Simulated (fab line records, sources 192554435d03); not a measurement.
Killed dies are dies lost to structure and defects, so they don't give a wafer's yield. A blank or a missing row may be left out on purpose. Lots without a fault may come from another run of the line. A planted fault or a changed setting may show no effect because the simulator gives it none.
fab line records | flow n5_finfet | part 2 of 2: steps 5 to 6 of 6
record lots=20 wafers=60 last_day=20
route steps=1938 shown BEOL_M3@1012 BEOL_M4@1038
lots that met no fault: from a run of the same line without faults
start_h: hours from the record's first day to the start of the lot's first wafer shown | wait_h: hours since the lot's step before | " the same as in the row above | L1.1+2: a row that stands for several wafers | - no value, or no start given | * or withheld: withheld | < > ~ a bound
route shown NAME@n: a module of which the file shows steps, and the number in the route of the first | usual: mean/standard deviation of fault-free wafers | same: alike in all rows | chamber/n: place in a boat | sites: the reading at each site | _std_site: their standard deviation | _edge_site: outer sites' mean less inner sites' | radius_mm: how far each site lies from the wafer's centre | mask NAME#n: copy n | behind: the tool/chamber that last shaped the wafer | hold: why the lot was held/for how many hours/how that ended | device: the transistor (n, p or np) that didn't switch | end of line: the same wafers' tests at the end of the route | a step without rows: its recipe alone | killed: dies lost to structure and defects at the first sort, not the wafer's yield | map: a wafer's dies, x killed, . not, _ none there
set.NAME: the setting as run; set.NAME@STEP: as run at that earlier step | model.NAME: the simulator's own value behind a step, which no gauge read
steps of the route over a sample of lots; a table a step, a row a wafer
services: from which hour (start_h, from the record's first day; less than 0 if before it) a tool's chamber was out of use, for how many hours, and why
## steps
# step N5_BEOL_M4_ETCH_69
# recipe chemistry=CF4 target=SiARC target_depth_a=156 mask_material=CAR-EUV time_s=26 ion_energy_ev=80 pressure_mtorr=40 source_w=545 bias_w=36 Ar_flow_sccm=100 cf4_flow_sccm=100 ends=cleared
# usual drypump_motor_current_A=5.7/0.42 etch_rf_on_time_s=25.9/0.46 oes_product_au=0.69/0.085 rf_fwd_power_W=533.0/2.3 rf_vpp_V=183.8/1.1 showerhead_plenum_p_Torr=2.10/0.055 throttle_valve_pct=15.68/0.23
# columns lot.wafer tool chamber start_h wait_h drypump_motor_current_A etch_rf_on_time_s oes_product_au rf_fwd_power_W rf_hours_counter_h rf_vpp_V showerhead_plenum_p_Torr throttle_valve_pct
L074.1 rie_diel-05 0 175.61 0.0 6.5 25.6 0.81 530.9 10 184.9 2.10 15.05
L074.2 " 3 " " 5.4 26.6 0.60 537.3 207 183.3 2.12 16.08
L074.5 " 1 " " 6.4 26.0 0.61 534.8 - 182.8 2.04 15.85
L077.1 rie_diel-05 0 215.59 0.0 6.4 25.5 0.79 530.7 24 183.1 2.10 15.09
L077.4 " 3 " " 5.5 26.4 0.59 536.2 220 183.2 2.12 16.09
L077.5 " 0 " " 6.5 25.4 0.78 532.4 - 184.7 2.10 15.08
L078.1 rie_diel-03 0 218.85 0.0 5.7 26.8 0.62 529.8 183 182.9 2.05 15.89
L078.5 " 0 " " 5.7 26.7 0.62 528.1 - 184.0 2.05 15.88
L078.6 " 2 " " 5.8 25.8 0.76 531.7 - 184.9 2.27 15.48
L079.1 rie_diel-06 3 230.05 0.0 4.9 25.1 0.86 532.8 2 182.7 2.11 15.69
L079.4 " 2 " " 5.6 25.9 0.67 529.9 117 185.6 2.15 15.46
L079.5 " 2 " " 5.5 26.1 0.67 532.8 - 185.1 2.15 15.46
L080.1 rie_diel-06 0 231.31 0.0 5.7 25.5 0.81 534.7 11 183.8 2.11 15.48
L080.5 " 3 " " 4.9 25.4 0.86 532.4 - 183.7 2.11 15.68
L080.6 " 0 " " 5.7 25.6 0.80 534.5 - 183.3 2.11 15.48
L081.4 rie_diel-03 3 238.56 0.0 5.3 26.3 0.58 532.5 235 182.6 2.11 15.67
L081.5 " 1 " " 5.5 25.5 0.83 531.4 - 182.6 2.10 15.60
L081.6 " 0 " " 5.7 26.6 0.61 530.7 - 183.0 2.04 15.92
L082.2 rie_diel-03 1 241.18 0.0 5.5 25.4 0.84 529.3 7 185.4 2.10 15.59
L082.4 " 3 " " 5.3 26.6 0.58 532.4 237 184.1 2.11 15.68
L082.5 " 0 " " 5.7 26.9 0.61 533.5 - 182.6 2.04 15.91
L083.4 rie_diel-03 2 241.46 0.0 5.8 25.9 0.74 530.1 54 185.9 2.26 15.49
L083.5 " 1 " " 5.5 25.7 0.82 534.1 - 182.1 2.10 15.59
L083.6 " 0 " " 5.7 26.9 0.61 532.0 - 183.5 2.04 15.92
L085.2 rie_diel-06 3 247.25 0.0 4.9 25.4 0.84 531.2 11 184.0 2.10 15.69
L085.3 " 1 " " 5.8 26.1 0.64 536.1 168 183.1 2.05 15.85
L085.5 " 2 " " 5.5 26.3 0.67 532.4 - 184.7 2.15 15.48
L087.3 rie_diel-06 2 258.84 0.0 5.6 26.3 0.66 532.2 131 183.8 2.15 15.50
L087.4 " 0 " " 5.7 25.7 0.77 530.9 25 183.0 2.10 15.52
L087.6 " 1 " " 5.8 26.4 0.63 535.7 - 183.7 2.05 15.84
L089.1 rie_diel-05 2 266.09 0.0 6.2 26.2 0.61 530.9 204 182.2 2.12 15.80
L089.3 " 3 " " 5.4 25.9 0.59 538.1 231 184.9 2.11 16.11
L089.4 " 0 " " 6.4 25.4 0.76 530.8 31 182.8 2.09 15.09
L088.4 rie_diel-06 3 267.82 0.0 4.9 25.4 0.81 535.4 20 184.1 2.10 15.69
L088.5 " 1 " " 5.8 26.4 0.62 535.7 - 183.0 2.05 15.87
L088.6 " 2 " " 5.5 26.2 0.66 532.6 - 184.4 2.14 15.50
L091.2 rie_diel-03 1 279.83 0.0 5.5 25.8 0.78 530.9 24 185.5 2.09 15.62
L091.4 " 0 " " 5.7 27.0 0.60 532.9 - 183.4 2.04 15.93
L091.5 " 1 " " 5.5 25.8 0.78 531.1 - 182.4 2.09 15.62
L092.2 rie_diel-05 3 289.38 0.0 5.4 25.7 0.59 534.8 240 182.9 2.11 16.14
L092.4 " 2 " " 6.2 25.9 0.61 531.6 214 184.5 2.12 15.83
L092.6 " 2 " " 6.3 25.8 0.61 532.1 - 184.6 2.12 15.83
L093.1 rie_diel-06 0 290.34 0.0 5.7 25.4 0.75 533.0 36 183.6 2.10 15.52
L093.4 " 1 " " 5.8 26.0 0.62 535.0 186 184.7 2.05 15.87
L093.5 " 0 " " 5.7 25.5 0.76 529.3 - 183.2 2.10 15.54
L096.2 rie_diel-06 1 318.00 0.0 5.8 25.9 0.62 535.2 189 183.3 2.05 15.88
L096.4 " 3 " " 4.9 25.3 0.78 534.8 38 183.9 2.09 15.76
L096.6 " 0 " " 5.7 25.4 0.74 531.2 - 183.0 2.09 15.56
L094.1 rie_diel-06 0 322.21 0.0 5.7 25.5 0.74 532.1 49 182.1 2.09 15.53
L094.2 " 2 " " 5.5 26.3 0.64 533.5 154 183.7 2.14 15.54
L094.4 " 3 " " 4.9 25.3 0.77 532.1 40 182.4 2.09 15.74
L090.2 rie_diel-06 3 322.91 0.0 4.9 25.1 0.78 533.9 40 184.3 2.09 15.74
L090.4 " 0 " " 5.7 25.4 0.74 533.6 50 184.8 2.09 15.56
L090.6 " 2 " " 5.5 25.9 0.64 530.4 - 184.6 2.14 15.54
L095.3 rie_diel-06 2 330.14 0.0 5.5 26.0 0.64 530.0 158 184.1 2.14 15.55
L095.4 " 1 " " 5.8 26.1 0.62 535.2 195 182.2 2.04 15.89
L095.6 " 1 " " 5.8 26.0 0.62 535.2 - 183.1 2.04 15.90
L097.1 rie_diel-03 3 336.83 0.0 5.3 25.9 0.80 532.7 16 183.7 2.10 15.25
L097.2 " 2 " " 5.9 25.5 0.70 530.9 93 184.4 2.25 15.58
L097.6 " 2 " " 5.8 25.5 0.71 531.2 - 185.9 2.25 15.59
# step N5_BEOL_M4_VIA_ETCH_34
# recipe chemistry=C4F6/O2 target_depth_a=694 mask_material=SOC pressure_mtorr=15 ion_energy_ev=250 taper_deg=4 time_s=65.9 source_w=350 bias_w=170 Ar_flow_sccm=300 C4F6_flow_sccm=10 O2_flow_sccm=10
# usual drypump_motor_current_A=5.8/0.46 oes_product_au=0.80/0.1 rf_fwd_power_W=347.2/1.3 rf_vpp_V=660/5.9 showerhead_plenum_p_Torr=2.81/0.092 throttle_valve_pct=30.79/0.28
# columns lot.wafer tool chamber start_h wait_h drypump_motor_current_A oes_product_au rf_fwd_power_W rf_hours_counter_h rf_vpp_V showerhead_plenum_p_Torr throttle_valve_pct
L074.1 rie_diel-06 2 199.99 0.0 5.6 0.80 346.2 105 660 2.86 30.54
L074.2 " 1 " " 5.8 0.75 349.9 147 659 2.74 30.99
L074.5 " 3 " " 4.9 0.69 345.1 - 671 2.81 31.44
L077.1 rie_diel-03 0 237.45 0.0 5.7 0.71 346.5 192 651 2.71 30.94
L077.4 " 1 " " 5.5 0.97 345.5 6 662 2.79 30.87
L077.5 " 2 " " 5.8 0.87 346.5 - 666 3.00 30.68
L078.1 rie_diel-06 1 237.47 0.0 5.8 0.74 348.8 163 659 2.73 31.00
L078.5 " 0 " " 5.7 0.93 346.2 - 668 2.80 30.80
L078.6 " 1 " " 5.8 0.74 348.7 - 659 2.73 31.00
L079.1 rie_diel-03 1 242.33 0.0 5.5 0.96 346.0 8 661 2.79 30.89
L079.4 " 0 " " 5.7 0.71 345.2 194 651 2.71 30.94
L079.5 " 1 " " 5.5 0.96 346.7 - 662 2.79 30.88
L080.1 rie_diel-06 3 242.63 0.0 4.9 0.97 348.4 8 670 2.80 31.11
L080.5 " 2 " " 5.5 0.77 346.8 - 660 2.85 30.54
L080.6 " 3 " " 4.9 0.98 347.6 - 671 2.80 31.12
L081.4 rie_diel-03 1 248.41 0.0 5.5 0.95 347.5 11 661 2.78 30.89
L081.5 " 1 " " 5.4 0.95 346.9 - 662 2.78 30.89
L081.6 " 2 " " 5.8 0.87 347.1 - 663 3.00 30.67
L083.4 rie_diel-03 0 256.85 0.0 5.7 0.71 345.1 200 651 2.70 30.93
L083.5 " 2 " " 5.8 0.86 347.3 - 665 3.00 30.67
L083.6 " 3 " " 5.3 0.68 347.5 - 663 2.79 30.57
L082.2 rie_diel-05 0 263.35 0.0 6.5 0.89 346.3 30 661 2.78 30.24
L082.4 " 1 " " 6.5 0.69 348.5 237 653 2.69 30.89
L082.5 " 1 " " 6.5 0.69 348.9 - 652 2.69 30.91
L087.3 rie_diel-05 2 280.08 0.0 6.3 0.71 346.9 210 662 2.81 30.84
L087.4 " 0 " " 6.5 0.88 346.4 37 661 2.78 30.24
L087.6 " 1 " " 6.5 0.70 348.9 - 651 2.69 30.92
L089.1 rie_diel-05 2 283.65 0.0 6.3 0.70 348.1 212 661 2.81 30.83
L089.3 " 0 " " 6.5 0.88 348.2 38 659 2.78 30.24
L089.4 " 3 " " 5.4 0.68 349.1 238 652 2.80 31.29
L088.4 rie_diel-03 1 283.80 0.0 5.5 0.91 346.8 - 661 2.78 30.89
L088.5 " 0 " " 5.7 0.69 347.9 - 650 2.70 30.95
L088.6 " 2 " " 5.8 0.85 344.3 - 664 2.99 30.68
L085.2 rie_diel-05 0 288.59 0.0 6.5 0.88 348.4 40 661 2.78 30.26
L085.3 " 1 " " 6.5 0.70 347.8 245 653 2.69 30.92
L085.5 " 0 " " 6.5 0.88 346.2 - 662 2.78 30.26
L091.2 rie_diel-03 3 292.54 0.0 5.3 0.98 347.4 1 664 2.79 30.38
L091.4 " 1 " " 5.4 0.90 347.4 31 661 2.77 30.91
L091.5 " 1 " " 5.5 0.91 346.0 - 662 2.77 30.90
L093.1 rie_diel-05 2 298.81 0.0 6.3 0.70 346.4 217 661 2.81 30.84
L093.4 " 3 " " 5.5 0.68 349.3 244 652 2.80 31.29
L093.5 " 1 " " 6.4 0.69 347.1 - 652 2.69 30.91
L092.2 rie_diel-03 0 317.94 0.0 5.7 0.69 346.8 226 651 2.69 30.96
L092.4 " 3 " " 5.3 0.94 346.4 10 664 2.78 30.41
L092.6 " 2 " " 5.8 0.83 346.0 - 666 2.99 30.70
L096.2 rie_diel-03 0 318.87 0.0 5.7 0.69 346.3 226 650 2.69 30.96
L096.4 " 3 " " 5.3 0.94 347.5 10 664 2.78 30.40
L096.6 " 1 " " 5.5 0.89 346.8 - 661 2.77 30.92
L094.1 rie_diel-05 1 325.31 0.0 6.5 0.96 346.4 2 661 3.03 30.66
L094.2 " 0 " " 6.4 0.85 347.2 58 661 2.77 30.26
L094.4 " 0 " " 6.5 0.85 347.3 - 659 2.77 30.26
L090.2 rie_diel-06 3 328.36 0.0 4.9 0.91 348.0 43 671 2.79 31.13
L090.4 " 2 " " 5.5 0.75 346.1 157 660 2.83 30.60
L090.6 " 0 " " 5.7 0.86 345.3 - 669 2.78 30.85
L095.3 rie_diel-05 0 335.64 0.0 6.5 0.85 347.8 61 658 2.77 30.27
L095.4 " 1 " " 6.4 0.95 348.9 - 662 3.02 30.68
L095.6 " 2 " " 6.3 0.69 348.4 - 661 2.80 30.86
L097.1 rie_diel-03 0 356.56 0.0 5.7 0.68 345.7 239 649 2.69 30.95
L097.2 " 3 " " 5.3 0.90 347.1 23 663 2.77 30.40
L097.6 " 0 " " 5.7 0.68 344.9 - 650 2.69 30.96
## services
# columns tool chamber start_h hours kind
rie_diel-05 - 156.79 2.8 pm
rie_diel-03 2 170.07 2.4 repair
cvd_co-01 2 176.60 6.3 repair
cvd_co-02 - 183.68 0.2 repair
rie_diel-06 0 187.27 - clean
rie_diel-06 0 187.27 - consumable_replace:focus_ring
rie_diel-06 0 187.27 16.8 scheduled_down
rie_diel-03 1 211.56 - clean
rie_diel-03 1 211.56 - consumable_replace:focus_ring
rie_diel-03 1 211.56 15.2 scheduled_down
rie_diel-03 1 211.56 15.2 vent_cycle
rie_diel-05 - 223.81 28.1 pm
cvd_co-01 - 242.98 0.6 repair
rie_diel-05 1 267.39 5.0 repair
rie_diel-03 3 270.33 - clean
rie_diel-03 3 270.33 - consumable_replace:focus_ring
rie_diel-03 3 270.33 20.3 scheduled_down
rie_diel-03 3 270.33 20.3 vent_cycle
cvd_co-01 1 282.41 1.9 repair
rie_diel-05 1 299.46 2.0 repair
rie_diel-06 1 299.65 16.4 repair
rie_diel-03 - 322.24 2.8 pm
cvd_co-01 - 336.36 8.9 repair
cvd_co-02 - 352.07 4.3 pm
